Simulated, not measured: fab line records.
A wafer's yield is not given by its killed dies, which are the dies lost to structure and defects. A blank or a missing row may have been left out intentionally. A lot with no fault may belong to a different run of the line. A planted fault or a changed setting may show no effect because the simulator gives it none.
fab line records    flow n5_finfet
[record] lots = 10  wafers = 30  last_day = 19
route steps=1938 shown BEOL_M5@1129 PASSIVATION@1936
lots with no fault: from the same line, run without faults
start_h: the number of hours between the record's first day and the start of the first shown wafer of the lot    wait_h: how many hours have passed since the lot's step before this one    " the same as in the row above    L1.1+2: a row that stands for several wafers    - no value, or no start given    * or withheld: withheld    < > ~ a bound
route shown NAME@n: a module of which the file shows steps, and the number in the route of the first    usual: the fault-free wafers' mean and standard deviation    same: alike in all rows    chamber/n: place in a boat    sites: per-site readings    _std_site: the values' standard deviation    _edge_site: inner sites' mean taken away from outer sites' mean    radius_mm: how far each site lies from the wafer's centre    mask NAME#n: copy n    behind: the most recent tool/chamber to have shaped the wafer    hold: why the lot went on hold/how many hours it stayed there/how the hold came to an end    device: which transistor (n, p or np) failed to switch    end of line: the route-end tests of the same wafers    a step with no rows: only its recipe    killed: not the wafer's yield, but the dies lost to structure and defects at the first sort    map: dies across one wafer; x = killed, . = not, _ = none there
set.NAME: the setting as run; set.NAME@STEP: as run at that earlier step    model.NAME: the simulator's own value behind a step, which no gauge read
the route's steps for a sample of lots (tables are steps, rows are wafers)
services: the hour from which a tool's chamber was out of use, counted from the record's first day as start_h (under 0 if before that day), plus the number of hours and why
[[steps]]
[step N5_BEOL_M5_DESCUM_16]
[recipe] chemistry = O2  time_s = 7  source_power_w = 50  bias_power_w = 20  pressure_mtorr = 20  rf_frequency_hz = 2.712e+07  temp_c = 40  resist = CAR-EUV  o2_flow_sccm = 225
[usual] drypump_motor_current_A = 5.7/0.66  oes_product_au = 0.81/0.07  rf_vpp_V = 242.9/1.3  showerhead_plenum_p_Torr = 2.09/0.063  throttle_valve_pct = 20.39/0.19
lot.wafer  tool         chamber  start_h  wait_h  drypump_motor_current_A  oes_product_au  rf_hours_counter_h  rf_vpp_V  showerhead_plenum_p_Torr  throttle_valve_pct
L289.2     rie_diel-01  0        200.80   0.0     5.4                      0.83            73                  242.1     2.12                      20.26
L289.3     "            3        "        "       5.4                      0.92            8                   243.9     2.06                      20.05
L289.5     "            3        "        "       5.4                      0.93            -                   243.2     2.05                      20.04
L293.2     rie_diel-06  3        225.51   0.4     5.1                      0.71            214                 241.6     1.98                      20.80
L293.3     "            0        "        "       6.3                      0.89            38                  242.7     2.13                      20.19
L293.5     "            2        "        "       6.6                      0.92            -                   243.9     2.13                      20.38
L291.1     rie_diel-06  0        225.77   0.4     6.2                      0.89            38                  244.5     2.13                      20.21
L291.2     "            1        "        "       5.0                      0.73            213                 243.4     2.08                      20.54
L291.5     "            3        "        "       5.1                      0.71            -                   241.1     1.98                      20.79
L295.3     rie_diel-01  0        231.96   0.6     5.5                      0.82            83                  242.9     2.12                      20.26
L295.5     "            0        "        "       5.4                      0.82            -                   242.7     2.12                      20.27
L295.6     "            3        "        "       5.4                      0.90            -                   243.2     2.05                      20.06
L296.2     rie_diel-01  2        237.33   0.6     4.9                      0.75            162                 242.2     2.00                      20.43
L296.3     "            0        "        "       5.5                      0.83            86                  243.3     2.12                      20.28
L296.5     "            0        "        "       5.4                      0.82            -                   244.4     2.12                      20.28
L297.1     rie_diel-06  3        245.82   0.0     5.1                      0.70            222                 240.7     1.98                      20.82
L297.3     "            1        "        "       4.9                      0.72            221                 241.7     2.07                      20.53
L297.4     "            2        "        "       6.6                      0.91            28                  242.8     2.13                      20.40
L298.1     rie_diel-06  2        253.57   0.0     6.6                      0.90            30                  241.7     2.13                      20.39
L298.3     "            3        "        "       5.1                      0.69            225                 241.9     1.98                      20.81
L298.5     "            0        "        "       6.2                      0.88            -                   243.8     2.13                      20.21
L299.2     rie_diel-01  1        260.15   0.0     6.8                      0.79            104                 243.6     2.11                      20.39
L299.4     "            2        "        "       4.8                      0.74            166                 241.6     2.00                      20.44
L299.6     "            1        "        "       6.8                      0.79            -                   244.3     2.11                      20.38
L310.2     rie_diel-01  0        320.94   0.1     5.4                      0.79            115                 242.6     2.11                      20.31
L310.5     "            0        "        "       5.4                      0.78            -                   242.2     2.11                      20.31
L310.6     "            3        "        "       5.4                      0.84            -                   242.5     2.04                      20.10
L312.2     rie_diel-06  0        345.15   0.0     6.2                      0.83            79                  243.7     2.12                      20.25
L312.3     "            2        "        "       6.6                      0.85            58                  242.7     2.12                      20.43
L312.5     "            2        "        "       6.6                      0.86            -                   242.7     2.12                      20.43
[step N5_BEOL_M5_HM_OPEN_17]
[recipe] chemistry = Cl2/BCl3  target_depth_a = 200  overetch_a = 60  target = TiN  mask_material = SOC  ion_energy_ev = 150  pressure_mtorr = 10  icp_w = 1000  bias_w = 126  Cl2_flow_sccm = 53.25  bcl3_flow_sccm = 21.75  Ar_flow_sccm = 25
[usual] drypump_motor_current_A = 5.5/0.33  oes_product_au = 0.70/0.11  throttle_valve_pct = 22.09/0.2
lot.wafer  tool          chamber  start_h  wait_h  drypump_motor_current_A  oes_product_au  rf_hours_counter_h  throttle_valve_pct
L289.2     rie_metal-01  0        201.05   0.0     5.1                      0.58            89                  22.46
L289.3     "             1        "        "       6.1                      0.57            -                   22.20
L289.5     "             1        "        "       6.1                      0.57            -                   22.21
L293.2     rie_metal-03  0        225.76   0.0     5.3                      0.82            3                   22.20
L293.3     "             0        "        "       5.4                      0.82            -                   22.20
L293.5     "             0        "        "       5.3                      0.82            -                   22.20
L291.1     rie_metal-03  0        226.02   0.0     5.3                      0.80            3                   22.23
L291.2     "             1        "        "       5.2                      0.73            19                  21.90
L291.5     "             0        "        "       5.4                      0.81            -                   22.22
L295.3     rie_metal-03  1        232.24   0.1     5.2                      0.72            -                   21.91
L295.5     "             1        "        "       5.2                      0.72            -                   21.88
L295.6     "             0        "        "       5.3                      0.79            -                   22.22
L296.2     rie_metal-03  0        237.58   0.0     5.4                      0.80            4                   22.23
L296.3     "             0        "        "       5.4                      0.79            -                   22.21
L296.5     "             0        "        "       5.3                      0.79            -                   22.23
L297.1     rie_metal-01  1        246.07   0.0     6.1                      0.56            92                  22.21
L297.3     "             0        "        "       5.1                      0.56            -                   22.45
L297.4     "             1        "        "       6.1                      0.56            -                   22.22
L298.1     rie_metal-02  0        253.82   0.0     5.3                      0.54            115                 21.99
L298.3     "             1        "        "       5.8                      0.83            -                   21.92
L298.5     "             0        "        "       5.3                      0.54            -                   21.99
L299.2     rie_metal-02  0        260.40   0.0     5.3                      0.54            116                 22.01
L299.4     "             1        "        "       5.8                      0.82            -                   21.91
L299.6     "             0        "        "       5.4                      0.54            -                   22.00
L310.2     rie_metal-03  0        321.18   0.0     5.3                      0.75            12                  22.24
L310.5     "             1        "        "       5.2                      0.71            -                   21.91
L310.6     "             0        "        "       5.3                      0.77            -                   22.23
L312.2     rie_metal-02  1        345.39   0.0     5.8                      0.75            14                  21.96
L312.3     "             0        "        "       5.3                      0.80            -                   21.85
L312.5     "             0        "        "       5.3                      0.79            -                   21.85
[step N5_BEOL_M5_DESCUM_33]
[recipe] chemistry = O2  time_s = 7  source_power_w = 50  bias_power_w = 20  pressure_mtorr = 20  rf_frequency_hz = 2.712e+07  temp_c = 40  resist = CAR-EUV  o2_flow_sccm = 225
[usual] drypump_motor_current_A = 5.7/0.65  oes_product_au = 0.80/0.071  rf_vpp_V = 243.0/1.4  showerhead_plenum_p_Torr = 2.08/0.066  throttle_valve_pct = 20.43/0.2
lot.wafer  tool         chamber  start_h  wait_h  drypump_motor_current_A  oes_product_au  rf_hours_counter_h  rf_vpp_V  showerhead_plenum_p_Torr  throttle_valve_pct
L289.2     rie_diel-06  0        203.09   0.0     6.2                      0.90            31                  243.1     2.14                      20.17
L289.3     "            1        "        "       4.9                      0.72            207                 242.2     2.08                      20.53
L289.5     "            3        "        "       5.1                      0.71            -                   241.0     1.99                      20.79
L293.2     rie_diel-01  0        229.20   0.3     5.5                      0.82            82                  244.2     2.12                      20.26
L293.3     "            1        "        "       6.8                      0.80            92                  244.3     2.12                      20.38
L293.5     "            1        "        "       6.8                      0.79            -                   243.1     2.12                      20.38
L291.1     rie_diel-01  0        229.76   0.7     5.4                      0.83            82                  244.1     2.12                      20.26
L291.2     "            2        "        "       4.9                      0.74            159                 241.4     2.00                      20.44
L291.5     "            1        "        "       6.7                      0.80            -                   243.2     2.12                      20.36
L295.3     rie_diel-06  0        236.39   1.0     6.3                      0.88            42                  243.3     2.13                      20.19
L295.5     "            3        "        "       5.1                      0.70            -                   240.7     1.98                      20.80
L295.6     "            2        "        "       6.6                      0.91            -                   244.1     2.13                      20.40
L296.2     rie_diel-06  0        239.28   0.6     6.2                      0.86            44                  242.7     2.13                      20.18
L296.3     "            1        "        "       4.9                      0.71            219                 243.8     2.08                      20.55
L296.5     "            1        "        "       4.9                      0.72            -                   241.3     2.08                      20.57
L297.1     rie_diel-04  3        249.81   0.6     5.9                      0.86            47                  243.9     2.13                      20.31
L297.3     "            2        "        "       6.2                      0.75            150                 242.6     2.02                      20.66
L297.4     "            1        "        "       5.9                      0.75            165                 243.8     2.17                      20.50
L298.1     rie_diel-06  3        255.68   0.0     5.1                      0.70            225                 242.2     1.98                      20.81
L298.3     "            0        "        "       6.3                      0.87            49                  243.8     2.13                      20.20
L298.5     "            2        "        "       6.6                      0.90            -                   244.2     2.13                      20.39
L299.2     rie_diel-06  3        262.15   0.3     5.1                      0.69            227                 241.9     1.98                      20.84
L299.4     "            1        "        "       4.9                      0.71            226                 243.6     2.07                      20.56
L299.6     "            1        "        "       4.9                      0.71            -                   243.9     2.07                      20.57
L310.2     rie_diel-01  2        322.87   0.2     4.9                      0.73            187                 241.3     1.99                      20.47
L310.5     "            3        "        "       5.4                      0.85            -                   241.5     2.04                      20.11
L310.6     "            2        "        "       4.9                      0.72            -                   241.6     1.99                      20.46
L312.2     rie_diel-04  1        346.68   0.6     5.9                      0.73            195                 243.9     2.16                      20.56
L312.3     "            0        "        "       5.4                      0.87            62                  244.3     2.22                      20.31
L312.5     "            2        "        "       6.2                      0.73            -                   241.0     2.01                      20.68
[step N5_BEOL_M5_ETCH_67]
[recipe] chemistry = CF4  target = SiARC  target_depth_a = 156  mask_material = CAR-EUV  time_s = 26  ion_energy_ev = 80  pressure_mtorr = 40  source_w = 545  bias_w = 36  Ar_flow_sccm = 100  cf4_flow_sccm = 100  ends = cleared
[usual] drypump_motor_current_A = 5.7/0.64  etch_rf_on_time_s = 25.9/0.44  oes_product_au = 0.68/0.062  rf_vpp_V = 183.8/1.1  showerhead_plenum_p_Torr = 2.13/0.064  throttle_valve_pct = 15.60/0.21
lot.wafer  tool         chamber  start_h  wait_h  drypump_motor_current_A  etch_rf_on_time_s  oes_product_au  rf_hours_counter_h  rf_vpp_V  showerhead_plenum_p_Torr  throttle_valve_pct
L289.2     rie_diel-06  0        203.14   0.0     6.3                      25.8               0.77            31                  184.1     2.19                      15.34
L289.3     "            1        "        "       4.9                      26.6               0.61            207                 183.4     2.12                      15.67
L289.5     "            3        "        "       5.1                      26.6               0.60            -                   182.9     2.04                      15.98
L293.2     rie_diel-01  0        229.25   0.0     5.4                      25.9               0.70            82                  185.4     2.17                      15.46
L293.3     "            1        "        "       6.8                      25.8               0.69            92                  184.4     2.16                      15.50
L293.5     "            1        "        "       6.8                      25.6               0.69            -                   185.3     2.16                      15.51
L291.1     rie_diel-01  0        229.81   0.0     5.5                      26.0               0.70            82                  184.0     2.17                      15.45
L291.2     "            2        "        "       4.9                      26.2               0.63            159                 182.8     2.06                      15.65
L291.5     "            1        "        "       6.8                      26.0               0.69            -                   184.9     2.16                      15.51
L295.3     rie_diel-06  0        236.44   0.0     6.3                      25.5               0.75            42                  185.6     2.18                      15.36
L295.5     "            3        "        "       5.1                      26.6               0.60            -                   183.1     2.03                      16.01
L295.6     "            2        "        "       6.6                      25.1               0.78            -                   184.5     2.19                      15.59
L296.2     rie_diel-06  0        239.33   0.0     6.2                      25.5               0.75            44                  185.1     2.18                      15.35
L296.3     "            1        "        "       4.9                      26.8               0.61            219                 183.8     2.12                      15.70
L296.5     "            1        "        "       4.9                      26.4               0.61            -                   182.7     2.12                      15.71
L297.1     rie_diel-04  3        249.86   0.0     5.8                      26.2               0.73            47                  183.9     2.18                      15.42
L297.3     "            2        "        "       6.2                      26.6               0.64            150                 182.6     2.07                      15.80
L297.4     "            1        "        "       5.9                      25.6               0.64            165                 183.9     2.23                      15.74
L298.1     rie_diel-06  3        255.74   0.0     5.1                      26.9               0.59            225                 182.8     2.03                      16.02
L298.3     "            0        "        "       6.3                      15.6               1.01            49                  184.0     2.18                      15.37
L298.5     "            2        "        "       6.6                      25.5               0.77            -                   185.3     2.18                      15.58
L299.2     rie_diel-06  3        262.20   0.0     5.1                      26.5               0.60            227                 183.1     2.03                      16.02
L299.4     "            1        "        "       5.0                      16.1               0.83            226                 184.2     2.11                      15.71
L299.6     "            1        "        "       4.9                      26.5               0.61            -                   184.0     2.11                      15.72
L310.2     rie_diel-01  2        322.92   0.0     4.9                      25.7               0.63            187                 183.0     2.05                      15.72
L310.5     "            3        "        "       5.4                      25.4               0.73            -                   183.6     2.10                      15.26
L310.6     "            2        "        "       4.9                      26.0               0.62            -                   183.7     2.05                      15.71
L312.2     rie_diel-04  1        346.73   0.0     5.9                      25.9               0.62            195                 184.2     2.21                      15.78
L312.3     "            0        "        "       5.4                      26.3               0.74            62                  185.5     2.26                      15.43
L312.5     "            2        "        "       6.2                      26.5               0.61            -                   183.5     2.06                      15.86
[step N5_PASSIVATION_PROBE_49]
[usual] defect_limited_yield = 91.5/1.3  killed_at_M0_to_M3 = 33/10  killed_at_M4_up = 13/4  killed_at_contacts = 12/6.3  killed_at_front_end = 39/11  killed_at_other = 3.4/2.6  killed_dies = 100/15  killed_open = 65/11  killed_short = 34/7.8  sort_bin_5_function = 5.0/0.89  sort_bin_6_memory = 3.2/0.58  sort_n_pass = 1080/15  sort_yield_pct = 91.5/1.3
[same] gross_dies = 1180  killed_at_back_side = 0  sort_bin_4_leakage[%] = 0  sort_bin_8_speed[%] = 0
lot.wafer  tool       chamber  start_h  wait_h  defect_limited_yield[%]  killed_at_M0_to_M3  killed_at_M4_up  killed_at_contacts  killed_at_front_end  killed_at_other  killed_dies  killed_open  killed_short  sort_bin_5_function[%]  sort_bin_6_memory[%]  sort_n_pass  sort_yield_pct[%]
L289.2     prober-01  -        299.09   0.1     92.0                     14                  16               19                  45                   0                94           67           27            4.7                     3.1                   1086         92.0
L289.3     prober-01  -        299.14   0.1     92.0                     26                  14               14                  33                   7                94           70           24            4.3                     3.4                   1086         92.0
L289.5     prober-01  -        299.24   0.2     89.3                     33                  21               25                  40                   7                126          89           37            6.9                     3.5                   1054         89.3
L293.2     prober-01  -        330.52   0.1     91.5                     31                  23               21                  23                   2                100          69           31            5.2                     3.1                   1080         91.5
L293.3     prober-01  -        330.57   0.1     89.2                     41                  14               34                  32                   6                127          91           33            6.4                     3.8                   1053         89.2
L293.5     prober-01  -        330.67   0.2     90.8                     35                  11               28                  26                   8                108          73           35            5.0                     4.1                   1072         90.8
L291.1     prober-02  -        335.39   0.0     93.1                     25                  5                23                  29                   0                82           61           21            4.5                     2.3                   1098         93.1
L291.2     prober-02  -        335.44   0.1     90.6                     40                  9                20                  39                   3                111          74           33            5.8                     3.0                   1069         90.6
L291.5     prober-02  -        335.59   0.2     92.4                     34                  17               12                  25                   2                90           57           33            4.5                     2.9                   1090         92.4
L295.3     prober-01  -        342.20   0.1     93.8                     24                  8                9                   30                   2                73           41           31            3.4                     2.5                   1107         93.8
L295.5     prober-01  -        342.30   0.2     91.9                     30                  6                10                  42                   7                95           64           31            4.6                     3.1                   1085         91.9
L295.6     prober-01  -        342.35   0.3     91.9                     25                  5                13                  48                   4                95           60           35            5.1                     2.9                   1085         91.9
L296.2     prober-02  -        352.26   0.1     89.7                     26                  22               13                  55                   6                122          86           36            6.9                     3.4                   1058         89.7
L296.3     prober-02  -        352.31   0.2     91.1                     31                  18               7                   46                   3                105          78           26            5.3                     3.5                   1075         91.1
L296.5     prober-02  -        352.41   0.3     92.6                     18                  17               8                   37                   7                87           60           27            4.7                     2.6                   1093         92.6
L297.1     prober-01  -        357.64   0.0     92.9                     40                  16               7                   18                   3                84           64           20            4.8                     2.1                   1096         92.9
L297.3     prober-01  -        357.74   0.1     93.9                     14                  9                10                  37                   2                72           44           27            4.1                     1.9                   1108         93.9
L297.4     prober-01  -        357.79   0.2     92.1                     23                  12               23                  34                   1                93           73           20            5.2                     2.6                   1087         92.1
L298.1     prober-02  -        361.92   0.0     88.3                     36                  11               8                   79                   4                138          78           60            7.5                     3.6                   1042         88.3
L298.3     prober-02  -        362.02   0.1     89.7                     38                  15               22                  41                   6                122          75           42            5.0                     4.5                   1058         89.7
L298.5     prober-02  -        362.12   0.2     91.3                     19                  11               11                  58                   4                103          62           41            5.3                     3.3                   1077         91.3
L299.2     prober-01  -        369.42   0.1     90.1                     50                  12               7                   43                   5                117          74           42            5.5                     4.1                   1063         90.1
L299.4     prober-01  -        369.52   0.2     91.8                     39                  12               23                  16                   7                97           55           39            4.7                     3.2                   1083         91.8
L299.6     prober-01  -        369.62   0.3     91.0                     38                  10               23                  31                   4                106          73           32            5.3                     3.3                   1074         91.0
L310.2     prober-02  -        423.86   0.1     90.9                     27                  11               16                  45                   8                107          68           38            4.7                     4.2                   1073         90.9
L310.5     prober-02  -        424.01   0.2     92.5                     23                  12               16                  24                   13               88           68           19            4.1                     3.3                   1092         92.5
L310.6     prober-02  -        424.06   0.3     93.6                     29                  10               9                   22                   5                75           48           27            2.9                     3.2                   1105         93.6
L312.2     prober-01  -        445.02   0.1     91.8                     41                  8                8                   37                   3                97           66           31            4.9                     3.1                   1083         91.8
L312.3     prober-01  -        445.07   0.1     93.9                     24                  10               9                   28                   1                72           45           27            3.4                     2.5                   1108         93.9
L312.5     prober-01  -        445.17   0.2     94.4                     23                  7                9                   24                   3                66           47           18            2.7                     2.6                   1114         94.4
// killed by level:class
L289.2 MOL_CONTACT_COAG:geometric_particle:open=17 FIN_SAQP:geometric_particle:short=13 FIN_SAQP:geometric_particle:open=13 STI_FIN_REVEAL:geometric_particle:open=9 BEOL_M4:geometric_particle:open=4 BEOL_M0_SAQP:geometric_particle:open=3 STARTING-WAFER:geometric_particle:open=3 GATE_CUT:geometric_particle:open=2
L289.3 MOL_CONTACT_COAG:geometric_particle:open=12 BEOL_M2:geometric_particle:open=8 BEOL_M4:geometric_particle:open=8 GATE_CUT:geometric_particle:short=7 GATE_CUT:geometric_particle:open=5 BEOL_M0_SAQP:geometric_particle:short=5 BEOL_M0_SAQP:geometric_particle:open=5 BEOL_M3:geometric_particle:open=5
L289.5 MOL_CONTACT_COAG:geometric_particle:open=20 STI_FIN_REVEAL:geometric_particle:open=14 BEOL_M2:geometric_particle:open=10 BEOL_M4:geometric_particle:open=9 BEOL_M0_SAQP:geometric_particle:short=9 BEOL_M5:geometric_particle:open=6 BEOL_M1:geometric_particle:open=5 STI_FIN_REVEAL:geometric_particle:short=5
L293.2 MOL_CONTACT_COAG:geometric_particle:open=18 BEOL_M3:geometric_particle:open=9 BEOL_M2:geometric_particle:open=6 BEOL_M4:geometric_particle:short=6 BEOL_M0_SAQP:geometric_particle:short=5 FIN_SAQP:geometric_particle:short=4 BEOL_M0:geometric_particle:open=4 BEOL_M5:geometric_particle:open=4
L293.3 MOL_CONTACT_COAG:geometric_particle:open=32 BEOL_M0_SAQP:geometric_particle:open=14 BEOL_M0_SAQP:geometric_particle:short=13 GATE_CUT:geometric_particle:short=11 BEOL_M2:geometric_particle:open=6 STARTING-WAFER:geometric_particle:open=6 DUMMY_GATE:geometric_particle:open=4 BEOL_M4:geometric_particle:open=4
L293.5 MOL_CONTACT_COAG:geometric_particle:open=23 BEOL_M0_SAQP:geometric_particle:short=8 STI_FIN_REVEAL:geometric_particle:open=7 BEOL_M0_SAQP:geometric_particle:open=6 MOL_CONTACT_COAG:geometric_particle:short=5 BEOL_M0:geometric_particle:open=5 BEOL_M1:geometric_particle:open=5 BEOL_M4:geometric_particle:open=5
L291.1 MOL_CONTACT_COAG:geometric_particle:open=20 BEOL_M0_SAQP:geometric_particle:open=7 FIN_SAQP:geometric_particle:open=6 BEOL_M0_SAQP:geometric_particle:short=6 BEOL_M3:geometric_particle:open=6 FIN_SAQP:geometric_particle:short=5 GATE_CUT:geometric_particle:open=4 BEOL_M4:geometric_particle:open=4
L291.2 MOL_CONTACT_COAG:geometric_particle:open=15 BEOL_M2:geometric_particle:open=13 BEOL_M3:geometric_particle:open=10 FIN_SAQP:geometric_particle:open=7 STI_FIN_REVEAL:geometric_particle:open=7 BEOL_M0_SAQP:geometric_particle:open=6 MOL_CONTACT_COAG:geometric_particle:short=5 BEOL_M0_SAQP:geometric_particle:short=4
L291.5 MOL_CONTACT_COAG:geometric_particle:open=10 BEOL_M0_SAQP:geometric_particle:short=8 BEOL_M0_SAQP:geometric_particle:open=6 BEOL_M2:geometric_particle:open=6 FIN_SAQP:geometric_particle:short=5 FIN_SAQP:geometric_particle:open=5 BEOL_M4:geometric_particle:open=5 BEOL_M1:geometric_particle:open=4
L295.3 FIN_SAQP:geometric_particle:short=9 STI_FIN_REVEAL:geometric_particle:open=6 BEOL_M3:geometric_particle:open=6 MOL_CONTACT_COAG:geometric_particle:open=5 BEOL_M0_SAQP:geometric_particle:short=5 GATE_CUT:geometric_particle:short=4 MOL_CONTACT_COAG:geometric_particle:short=4 BEOL_M0_SAQP:geometric_particle:open=4
L295.5 STI_FIN_REVEAL:geometric_particle:open=15 BEOL_M1:geometric_particle:open=10 FIN_SAQP:geometric_particle:short=8 MOL_CONTACT_COAG:geometric_particle:open=8 BEOL_M0_SAQP:geometric_particle:short=7 FIN_SAQP:geometric_particle:open=5 BEOL_M2:geometric_particle:open=4 BEOL_M3:geometric_particle:open=4
L295.6 FIN_SAQP:geometric_particle:short=13 MOL_CONTACT_COAG:geometric_particle:open=11 STI_FIN_REVEAL:geometric_particle:open=9 BEOL_M2:geometric_particle:open=7 BEOL_M3:geometric_particle:open=7 FIN_SAQP:geometric_particle:open=6 DUMMY_GATE:geometric_particle:open=4 ILD0:geometric_particle:short=4
L296.2 BEOL_M4:geometric_particle:open=13 STI_FIN_REVEAL:geometric_particle:open=12 FIN_SAQP:geometric_particle:open=11 BEOL_M2:geometric_particle:open=11 MOL_CONTACT_COAG:geometric_particle:open=9 FIN_SAQP:geometric_particle:short=6 GATE_CUT:geometric_particle:short=5 ILD0:geometric_particle:open=5
L296.3 STI_FIN_REVEAL:geometric_particle:open=12 BEOL_M4:geometric_particle:open=11 BEOL_M2:geometric_particle:open=10 FIN_SAQP:geometric_particle:open=7 FIN_SAQP:geometric_particle:short=6 BEOL_M0:geometric_particle:open=6 DUMMY_GATE:geometric_particle:open=4 MOL_CONTACT_COAG:geometric_particle:open=4
L296.5 STI_FIN_REVEAL:geometric_particle:open=9 STI_FIN_REVEAL:geometric_particle:short=7 MOL_CONTACT_COAG:geometric_particle:open=6 BEOL_M1:geometric_particle:open=6 BEOL_M6:geometric_particle:open=5 FIN_SAQP:geometric_particle:open=3 GATE_CUT:geometric_particle:open=3 BEOL_M2:geometric_particle:open=3
L297.1 BEOL_M2:geometric_particle:open=12 STI_FIN_REVEAL:geometric_particle:open=8 BEOL_M8:geometric_particle:open=7 BEOL_M0_SAQP:geometric_particle:open=6 DUMMY_GATE:geometric_particle:open=5 BEOL_M0_SAQP:geometric_particle:short=5 BEOL_M1:geometric_particle:open=5 BEOL_M3:geometric_particle:open=5
L297.3 FIN_SAQP:geometric_particle:open=9 FIN_SAQP:geometric_particle:short=8 STI_FIN_REVEAL:geometric_particle:open=7 MOL_CONTACT_COAG:geometric_particle:open=7 GATE_CUT:geometric_particle:short=3 MOL_CONTACT_COAG:geometric_particle:short=3 BEOL_M0_SAQP:geometric_particle:open=3 BEOL_M0_SAQP:geometric_particle:short=3
L297.4 MOL_CONTACT_COAG:geometric_particle:open=20 STI_FIN_REVEAL:geometric_particle:open=12 BEOL_M3:geometric_particle:open=8 BEOL_M2:geometric_particle:open=7 FIN_SAQP:geometric_particle:open=5 BEOL_M3:geometric_particle:short=4 DUMMY_GATE:geometric_particle:short=3 MOL_CONTACT_COAG:geometric_particle:short=3
L298.1 FIN_SAQP:geometric_particle:short=25 FIN_SAQP:geometric_particle:open=13 BEOL_M3:geometric_particle:open=11 GATE_CUT:geometric_particle:open=11 GATE_CUT:geometric_particle:short=11 BEOL_M0_SAQP:geometric_particle:short=9 MOL_CONTACT_COAG:geometric_particle:open=8 STI_FIN_REVEAL:geometric_particle:open=7
L298.3 MOL_CONTACT_COAG:geometric_particle:open=21 FIN_SAQP:geometric_particle:short=12 BEOL_M0_SAQP:geometric_particle:short=12 BEOL_M2:geometric_particle:open=8 BEOL_M3:geometric_particle:open=8 FIN_SAQP:geometric_particle:open=7 BEOL_M0_SAQP:geometric_particle:open=5 STARTING-WAFER:geometric_particle:open=4
L298.5 FIN_SAQP:geometric_particle:open=20 FIN_SAQP:geometric_particle:short=11 MOL_CONTACT_COAG:geometric_particle:open=9 STARTING-WAFER:geometric_particle:short=5 GATE_CUT:geometric_particle:short=4 BEOL_M2:geometric_particle:open=4 BEOL_M3:geometric_particle:open=4 BEOL_M5:geometric_particle:open=4
L299.2 FIN_SAQP:geometric_particle:open=15 BEOL_M0_SAQP:geometric_particle:open=13 FIN_SAQP:geometric_particle:short=12 BEOL_M0_SAQP:geometric_particle:short=12 BEOL_M3:geometric_particle:open=11 MOL_CONTACT_COAG:geometric_particle:open=7 BEOL_M1:geometric_particle:open=6 BEOL_M4:geometric_particle:open=6
L299.4 MOL_CONTACT_COAG:geometric_particle:open=14 BEOL_M0_SAQP:geometric_particle:short=11 BEOL_M3:geometric_particle:open=11 MOL_CONTACT_COAG:geometric_particle:short=9 BEOL_M2:geometric_particle:open=6 FIN_SAQP:geometric_particle:short=5 BEOL_M0_SAQP:geometric_particle:open=5 FIN_SAQP:geometric_particle:open=4
L299.6 MOL_CONTACT_COAG:geometric_particle:open=17 BEOL_M3:geometric_particle:open=12 BEOL_M0_SAQP:geometric_particle:open=10 FIN_SAQP:geometric_particle:short=9 FIN_SAQP:geometric_particle:open=8 STI_FIN_REVEAL:geometric_particle:open=7 MOL_CONTACT_COAG:geometric_particle:short=6 BEOL_M4:geometric_particle:open=5
L310.2 MOL_CONTACT_COAG:geometric_particle:open=15 FIN_SAQP:geometric_particle:short=13 FIN_SAQP:geometric_particle:open=13 BEOL_M0_SAQP:geometric_particle:open=7 BEOL_M0_SAQP:geometric_particle:short=5 BEOL_M1:geometric_particle:open=5 BEOL_M5:geometric_particle:open=5 GATE_CUT:geometric_particle:short=4
L310.5 MOL_CONTACT_COAG:geometric_particle:open=13 FIN_SAQP:geometric_particle:open=10 BEOL_M1:geometric_particle:open=9 BEOL_M5:geometric_particle:open=5 DUMMY_GATE:geometric_particle:open=4 BEOL_M0_SAQP:geometric_particle:short=4 MIM_BOT:geometric_particle:open=4 PAD_METAL:geometric_particle:open=4
L310.6 MOL_CONTACT_COAG:geometric_particle:open=7 BEOL_M0_SAQP:geometric_particle:short=5 BEOL_M1:geometric_particle:open=5 BEOL_M5:geometric_particle:open=5 BEOL_M0_SAQP:geometric_particle:open=4 FIN_SAQP:geometric_particle:open=3 FIN_SAQP:geometric_particle:short=3 STI_FIN_REVEAL:geometric_particle:open=3
L312.2 BEOL_M2:geometric_particle:open=13 FIN_SAQP:geometric_particle:open=10 BEOL_M3:geometric_particle:open=8 MOL_CONTACT_COAG:geometric_particle:open=6 FIN_SAQP:geometric_particle:short=4 BEOL_M0_SAQP:geometric_particle:short=4 BEOL_M0:geometric_particle:open=4 BEOL_M1:geometric_particle:open=4
L312.3 MOL_CONTACT_COAG:geometric_particle:open=9 BEOL_M2:geometric_particle:open=9 GATE_CUT:geometric_particle:short=6 FIN_SAQP:geometric_particle:short=4 BEOL_M0_SAQP:geometric_particle:short=4 BEOL_M2:geometric_particle:short=4 BEOL_M3:geometric_particle:open=4 BEOL_M5:geometric_particle:open=4
L312.5 MOL_CONTACT_COAG:geometric_particle:open=9 BEOL_M2:geometric_particle:open=7 BEOL_M3:geometric_particle:open=7 STARTING-WAFER:geometric_particle:open=5 FIN_SAQP:geometric_particle:open=4 BEOL_M0_SAQP:geometric_particle:short=4 STI_FIN_REVEAL:geometric_particle:open=2 ILD0:geometric_particle:open=2
[[services]]
tool          chamber  start_h  hours  kind
rie_diel-06   1        183.64   4.6    repair
rie_diel-01   0        196.72   1.8    repair
rie_diel-01   1        196.83   5.2    repair
rie_diel-06   -        213.84   2.8    pm
rie_metal-02  -        213.88   0.3    repair
rie_metal-02  1        215.29   -      clean
rie_metal-02  1        215.29   17.7   scheduled_down
rie_metal-02  1        215.29   17.7   vent_cycle
rie_diel-04   -        228.29   14.6   pm
rie_metal-03  -        228.89   0.2    repair
rie_diel-01   2        247.70   9.1    repair
rie_diel-04   2        255.92   2.1    repair
rie_diel-01   3        261.33   9.2    repair
rie_metal-02  0        278.71   -      clean
rie_metal-01  1        285.68   20.6   repair
rie_diel-01   -        326.60   0.4    repair
rie_metal-02  -        331.56   0.9    repair
rie_diel-06   3        333.41   3.6    repair
rie_diel-06   3        337.04   -      clean
rie_diel-06   3        337.04   -      consumable_replace:focus_ring
rie_diel-06   3        337.04   -      consumable_replace:showerhead
rie_diel-06   3        337.04   15.9   scheduled_down
rie_diel-06   3        337.04   15.9   vent_cycle
rie_diel-01   -        344.99   2.8    pm
[[key]]
[first_sign] step = N5_BEOL_M5_ETCH_67  reading = etch_rf_on_time_s  direction = down  sigmas = 23  usual = *  struck = *
[effect] step = N5_BEOL_M5_ETCH_67  reading = oes_product_au  direction = up  sigmas = 3.9  usual = 0.68  struck = 0.92
met_at N5_BEOL_M5_ETCH_67
struck_lots L298,L299
struck_wafers L298.3,L299.4
not_acting_at N5_BEOL_M5_DESCUM_16,N5_BEOL_M5_HM_OPEN_17,N5_BEOL_M5_DESCUM_33
onset_between 239.33 255.74
[fault] kind = process_parameter_drift  tool = rie_diel-06  chamber = -  onset_h = 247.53  steps = N5_BEOL_M5_ETCH_67  channel = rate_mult  offset = 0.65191  shape = step  end_h = 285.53  scope = struck_wafers_only
